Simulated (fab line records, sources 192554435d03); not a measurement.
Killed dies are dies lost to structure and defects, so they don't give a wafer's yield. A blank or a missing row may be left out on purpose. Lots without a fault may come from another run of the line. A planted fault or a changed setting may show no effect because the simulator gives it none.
Chamber matching | flow n5_finfet | N5_GATE_CUT_CMP_02 on cmp-02: 4 sister chambers
The step polishes, stops on SiO2, t overpolish 12.7 s, target thk 0 nm. 8 wafers are shown with their chamber, then 9 later ones without.

WAFERS WITH THEIR CHAMBER
wafer  | chamber | motor_current_A (A) | time_to_endpoint_s (s)
L075.3 | 1       | 8.1                 | 26.4
L075.5 | 1       | 8.4                 | 27.7
L081.6 | 2       | 7.3                 | 28.3
L084.2 | 0       | 9.2                 | 24.6
L084.6 | 2       | 7.0                 | 25.5
L086.1 | 0       | 8.9                 | 27.1
L086.4 | 3       | 8.5                 | 29.6
L086.6 | 3       | 8.5                 | 31.3

WAFERS WITHOUT THEIR CHAMBER
wafer  | motor_current_A (A) | time_to_endpoint_s (s)
L092.1 | 9.0                 | 24.1
L092.4 | 8.1                 | 25.4
L092.5 | 7.8                 | 28.3
L093.1 | 8.3                 | 31.8
L093.4 | 7.0                 | 26.4
L093.6 | 8.3                 | 28.5
L096.3 | 8.9                 | 24.5
L096.4 | 8.0                 | 25.1
L096.6 | 8.1                 | 28.3

WHICH CHAMBER EACH WENT THROUGH
wafer  | from the rows above          | in truth
L092.1 | 0                            | 0
L092.4 | 1                            | 1
L092.5 | can't be placed: 1 or 2 or 3 | 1
L093.1 | can't be placed: 3 or 1      | 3
L093.4 | 2                            | 2
L093.6 | can't be placed: 1 or 3      | 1
L096.3 | 0                            | 0
L096.4 | 1                            | 1
L096.6 | can't be placed: 1 or 3      | 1
Placed correctly: 5 of 9. Can't be placed from these rows: 4 (the true chamber is among the candidates in 4). Placed wrongly: 0.
How it was worked out, from the rows above alone: a wafer's distance from a chamber is the root of the sum, over the readings, of the square of ((its reading less the chamber's mean) divided by the reading's scatter). The wafer belongs to the nearest chamber; if the next one is less than 2 further off, it can't be placed. A chamber's mean is the mean of its shown wafers. The scatter: the root of (the sum of the squares of (reading less its chamber's mean) over the shown wafers, divided by (wafers less chambers)).
